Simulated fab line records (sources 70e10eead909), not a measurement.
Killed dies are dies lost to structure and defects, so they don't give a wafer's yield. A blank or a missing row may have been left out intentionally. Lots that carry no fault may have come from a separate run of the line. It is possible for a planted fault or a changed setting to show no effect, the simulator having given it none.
Which tool was responsible? | flow nandHarc | 12 lots (36 wafers sampled), 1 step of a 1302-step route

## WHAT THE GAUGES READ, wafer by wafer
NHARC_A_CHANNEL_HOLE_D1_CD_MEAS_30.
lot  | measured     | on       | cdNm (nm)
L953 | day 9 08:14  | cdSem-03 | 87.3 89.0 87.1
L954 | day 9 18:11  | cdSem-03 | 91.1 93.0 89.9
L958 | day 11 11:14 | cdSem-02 | 91.0 91.1 89.8
L963 | day 13 08:26 | cdSem-03 | 91.1 91.8 93.0
L966 | day 14 22:07 | cdSem-03 | 88.7 89.5 91.1
L968 | day 15 13:02 | cdSem-02 | 90.3 90.7 89.8
L969 | day 16 02:57 | cdSem-03 | 89.6 91.1 89.4
L970 | day 16 11:16 | cdSem-02 | 89.8 89.2 89.4
L971 | day 16 17:49 | cdSem-02 | 91.8 92.7 89.5
L973 | day 17 15:49 | cdSem-03 | 90.2 92.0 89.8
L974 | day 18 01:47 | cdSem-02 | 91.3 87.8 89.9
L975 | day 18 18:23 | cdSem-02 | 91.7 91.4 88.8

## TOOL THAT RAN EACH LOT (tool first, then ch and the chambers of the sampled wafers, then the start)
No process step before these readings appears in the record.

## AS READ BY THE TOOLS THEMSELVES (means over the sampled wafers that have a number; for cases with no such wafer, the mark the record gives instead)
The record holds no such reading with a usual standard deviation.

## THE ANSWER, worked out from the rows above alone
Rule: the lots themselves supply what counts as usual. The widest of any qualifying gaps counts: lots, ordered by their means at a reading, are off when they make up no more than a third of the lots, leave a main group of 4 or more, and stand apart from it by 3 or more times the standard deviation of that group's means. The tables above print the reading to a certain number of digits; a main group whose means all agree to those digits is not used. Also off: a lot with no number at a reading for which 4 or more lots have one. All remaining lots with rows at the step are treated as sound. The gauges are gone through in route order, then the tools' own readings, and for those a lot's mean is taken as printed above. The first step at which some lot is off is used, and at that step the reading that is off furthest; a lot without a number counts as furthest.
Across all readings shown, no lot is off: no conclusion can be drawn from this.

## WHAT WAS PUT IN BY THE SIMULATOR
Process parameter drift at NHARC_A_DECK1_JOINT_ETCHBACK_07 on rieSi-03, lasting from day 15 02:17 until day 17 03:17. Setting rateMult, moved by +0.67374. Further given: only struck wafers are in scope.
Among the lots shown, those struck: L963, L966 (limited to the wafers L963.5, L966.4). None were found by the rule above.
